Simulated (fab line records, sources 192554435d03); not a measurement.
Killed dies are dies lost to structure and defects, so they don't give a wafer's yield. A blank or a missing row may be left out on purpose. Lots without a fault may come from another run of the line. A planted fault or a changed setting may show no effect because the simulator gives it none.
Chamber matching | flow n5_finfet | N5_SPACER0_ALD_00 on ald_sin-02: 4 sister chambers
The step deposits SiOCN, target thk 3.5 nm, pulse time 3 s, purge time 2 s. 16 wafers are shown with their chamber, then 8 later ones without.

WAFERS WITH THEIR CHAMBER
wafer  | chamber | heater_power_w (W) | precursor_pulse_height_rel
L074.2 | 3       | 801                | 0.984
L074.3 | 1       | 721                | 1.017
L074.6 | 1       | 726                | 1.001
L079.1 | 2       | 772                | 0.982
L079.2 | 3       | 782                | 1.008
L079.5 | 1       | 718                | 0.976
L089.2 | 3       | 756                | 1.019
L089.4 | 0       | 798                | 1.052
L089.5 | 2       | 709                | 1.031
L090.1 | 3       | 787                | 0.979
L090.3 | 0       | 777                | 1.030
L090.5 | 1       | 723                | 1.028
L091.3 | 1       | 727                | 0.996
L091.5 | 3       | 759                | 0.997
L091.6 | 2       | 712                | 1.000
L093.2 | 3       | 771                | 0.981

SIGNATURES (means of the wafers above)
reading                    | chamber 0 | chamber 1 | chamber 2 | chamber 3 | scatter within a chamber
heater_power_w             | 787.50    | 723.00    | 731.00    | 776.00    | 18.9
precursor_pulse_height_rel | 1.04100   | 1.00360   | 1.00433   | 0.99467   | 0.0191
Rule: a wafer's distance from a chamber is the root of the sum, over the readings, of the square of ((its reading less the chamber's mean) divided by the reading's scatter). The wafer belongs to the nearest chamber; if the next one is less than 2 further off, it can't be placed. The scatter: the root of (the sum of the squares of (reading less its chamber's mean) over the shown wafers, divided by (wafers less chambers)).

WAFERS WITHOUT THEIR CHAMBER
wafer  | heater_power_w (W) | precursor_pulse_height_rel
L093.4 | 739                | 0.989
L093.6 | 732                | 1.005
L095.1 | 762                | 0.993
L095.3 | 727                | 1.017
L095.6 | 778                | 1.004
L096.1 | 730                | 1.006
L096.4 | 789                | 0.999
L096.5 | 728                | 1.021

WHICH CHAMBER EACH WENT THROUGH
wafer  | from the rows above          | in truth
L093.4 | can't be placed: 2 or 1 or 3 | 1
L093.6 | can't be placed: 2 or 1      | 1
L095.1 | can't be placed: 3 or 2 or 1 | 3
L095.3 | can't be placed: 2 or 1      | 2
L095.6 | can't be placed: 3 or 0 or 2 | 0
L096.1 | can't be placed: 2 or 1      | 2
L096.4 | can't be placed: 3 or 0      | 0
L096.5 | can't be placed: 2 or 1      | 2
Placed correctly: 0 of 8. Can't be placed from these rows: 8 (the true chamber is among the candidates in 8). Placed wrongly: 0.
